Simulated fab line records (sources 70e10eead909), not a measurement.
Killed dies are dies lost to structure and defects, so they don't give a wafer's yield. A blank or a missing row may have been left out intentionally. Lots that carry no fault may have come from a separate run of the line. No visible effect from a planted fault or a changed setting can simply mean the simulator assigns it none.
Chamber matching    flow nand-harc    rie-diel-06 running NHARC_P_ZERO_WELL_DESCUM_13: 4 sister chambers
The step chemistry O2, time 3 s. 4 wafers are shown with their chamber, then 12 later ones without.

== WAFERS PAIRED WITH THEIR CHAMBERS ==
wafer   chamber  showerhead-plenum-p-Torr (Torr)
L090.1  0        1.90
L090.4  1        1.92
L090.5  2        1.93
L090.6  3        1.86

== WAFERS WITHOUT THEIR CHAMBER ==
wafer   showerhead-plenum-p-Torr (Torr)
L094.1  1.92
L094.2  1.89
L094.3  1.93
L094.4  1.86
L094.5  1.93
L094.6  1.92
L095.2  1.86
L095.4  1.89
L095.6  1.93
L096.1  1.92
L096.3  1.86
L096.5  1.86

== CHAMBER TAKEN BY EACH ==
wafer   from the rows above  in truth
L094.1  1                    1
L094.2  0                    0
L094.3  2                    2
L094.4  3                    3
L094.5  2                    2
L094.6  1                    1
L095.2  3                    3
L095.4  0                    0
L095.6  2                    2
L096.1  1                    1
L096.3  3                    3
L096.5  3                    3
12 of 12 placed correctly. Can't be placed from these rows: 0. Number placed wrongly: 0.
How it was worked out, from the rows above alone: a wafer's distance from a chamber is the root of the sum, over the readings, of the square of ((its reading less the chamber's mean) divided by the reading's scatter). If the next closest chamber is less than 2 further off than the closest, the wafer can't be placed; otherwise it belongs to the closest. A chamber's mean is the mean of its shown wafers. The scatter: root of mean squared gap, hidden wafer to nearest shown wafer, with one shown wafer a chamber.
